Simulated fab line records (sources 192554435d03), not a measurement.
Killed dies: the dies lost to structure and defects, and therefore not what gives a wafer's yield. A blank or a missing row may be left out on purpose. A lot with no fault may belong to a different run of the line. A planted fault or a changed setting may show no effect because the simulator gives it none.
Chamber matching	flow n5-finfet	pecvd-04 running N5_BEOL_M5_DEP_56: 3 sister chambers
The step deposits SiCN from 3MS/NH3, target thk 8 nm, time 14 s. 16 wafers are shown with their chamber, then 8 later ones without.

WAFERS PAIRED WITH THEIR CHAMBERS
wafer	chamber	throttle-valve-pct (%)	showerhead-plenum-p-Torr (Torr)
L529.2	1	9.1	3.677
L529.3	0	9.6	3.671
L529.5	2	8.2	3.670
L528.3	1	8.9	3.680
L528.4	2	8.2	3.679
L528.5	0	9.6	3.672
L533.2	2	7.8	3.663
L533.3	1	9.1	3.681
L533.4	1	8.9	3.677
L538.2	2	8.3	3.659
L538.4	1	9.1	3.692
L538.6	0	9.5	3.668
L540.1	0	9.3	3.663
L540.4	2	8.3	3.670
L540.6	0	9.3	3.664
L541.1	2	7.9	3.667

SIGNATURES, as means of the wafers listed above
reading	chamber 0	chamber 1	chamber 2	scatter within a chamber
throttle-valve-pct	9.460	9.020	8.117	0.168
showerhead-plenum-p-Torr	3.66760	3.68140	3.66800	0.00591
Rule: for each reading, subtract the chamber's mean from the wafer's reading, divide by that reading's scatter and square the result; add these up over the readings and take the root, which gives the wafer's distance from the chamber. The wafer belongs to the nearest chamber; if the next one is less than 2 further off, it can't be placed. The scatter is the square root of a quotient: the sum, over the shown wafers, of each reading's squared deviation from its chamber's mean, divided by wafers minus chambers.

WAFERS WITH NO CHAMBER GIVEN
wafer	throttle-valve-pct (%)	showerhead-plenum-p-Torr (Torr)
L541.2	9.5	3.677
L541.3	9.0	3.687
L546.1	8.2	3.665
L546.4	8.8	3.690
L546.5	8.0	3.670
L548.2	8.0	3.675
L548.3	9.1	3.655
L548.6	9.1	3.679

WHICH CHAMBER EACH ONE RAN IN
wafer	from the rows above	in truth
L541.2	can't be placed: 0 or 1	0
L541.3	1	1
L546.1	2	2
L546.4	1	1
L546.5	2	2
L548.2	2	2
L548.3	can't be placed: 0 or 1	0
L548.6	1	1
6 of 8 placed correctly. Not placeable from these rows: 2 (in 2, the candidates include the true chamber). Placed wrongly: 0.
